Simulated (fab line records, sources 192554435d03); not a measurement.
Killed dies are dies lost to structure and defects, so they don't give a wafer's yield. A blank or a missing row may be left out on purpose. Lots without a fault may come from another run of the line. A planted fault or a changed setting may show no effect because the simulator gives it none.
A struck lot beside a sound one | flow n5_finfet | 14 steps out of a route of 1938
Sound: wafers L200.2, L200.4, L200.6. Struck: wafers L203.3, L203.4, L203.6. The cause comes at the end.
At each step with rows: each side's tool, then ch and its chambers, then its first start. Under that, the readings that differ: sound wafers | struck wafers | difference of the means | sigmas: that difference in standard deviations of wafers without a fault.
alike: readings whose means differ by less than 2 such deviations, and words and numbers that are the same on both sides. not compared: withheld readings, readings that some wafer has no value for, bounds like >300 that may hide the same value, and numbers for which the record gives no deviation and whose values overlap.
The two part at a step that has a row with sigmas, a row that says differs or no value, or rows on one side only. Numbers that don't overlap but have no deviation are shown without sigmas and don't part them. A reading that every wafer of one side lacks parts them only if that side has two wafers or more.

N5_BEOL_M5_CURE_79: cures SiCOH lowk, time 240 s.
  sound on uv_cure-03 ch 0, day 11 05:35; struck on uv_cure-03 ch 1, day 11 09:34
  alike: lamp_power_pct, wafer_temp_C_max
N5_BEOL_M5_THK_MEAS_01:
  sound on film_metro-01, day 11 06:01; struck on film_metro-02, day 11 10:15
  alike: M5_ILD_THK
N5_BEOL_M5_PECVD_70: deposits SiO2 from TEOS/O2, target thk 16 nm, time 18 s.
  sound on pecvd-02 ch 0,1,2, day 11 06:02; struck on pecvd-04 ch 1,2, day 11 10:17
  alike: heater_power_w, showerhead_plenum_p_Torr, throttle_valve_pct
N5_BEOL_M5_HM_DEP_02: deposits TiN, target thk 20 nm.
  sound on pvd_sputter-03, day 11 06:30; struck on pvd_sputter-02, day 11 10:21
  alike: throttle_valve_pct
then, 8 steps without rows for these wafers: N5_BEOL_M5_COAT_59 (time 60 s, resist thk 60 nm); N5_BEOL_M5_COAT_60 (time 60 s, resist thk 12 nm); N5_BEOL_M5_COAT_71 (time 60 s, resist thk 5 nm); N5_BEOL_M5_COAT_05 (resist thk 30 nm); N5_BEOL_M5_EBR_07; N5_BEOL_M5_SOFTBAKE_06 (time 60 s); N5_BEOL_M5_EXPOSE_08 (exposes mask M5, target cd 28 nm); N5_BEOL_M5_PEB_09 (peb time 60 s).
N5_BEOL_M5_DEVELOP_10: develop time 30 s.
  sound on litho_track-03 ch 0, day 11 09:13; struck on litho_track-01, day 11 10:48
  no value came back on the struck wafers for chill_plate_temp_C (C), develop_time_s (s); on the sound wafers chill_plate_temp_C (C) reads 23.15 23.02 23.15
  reading                                      | sound          | struck       | difference | sigmas
  model.CAR-EUV_of_BEOL_M5_COAT_05.thk_nm (nm) | 29.4 29.4 29.2 | 30.2 30 30.2 | +0.8       |
N5_BEOL_M5_CD_MEAS_11: target cd 27.74 nm.
  sound on cd_sem-03 ch 0, day 11 09:17; struck on cd_sem-03 ch 0, day 11 10:52
  reading    | sound             | struck | difference                    | sigmas
  cd_nm (nm) | 28.36 28.11 28.36 | - - -  | no value on the struck wafers |

WHERE THEY PART
First at N5_BEOL_M5_DEVELOP_10; last, within this record, at N5_BEOL_M5_CD_MEAS_11.

WHY: what the simulator had put in
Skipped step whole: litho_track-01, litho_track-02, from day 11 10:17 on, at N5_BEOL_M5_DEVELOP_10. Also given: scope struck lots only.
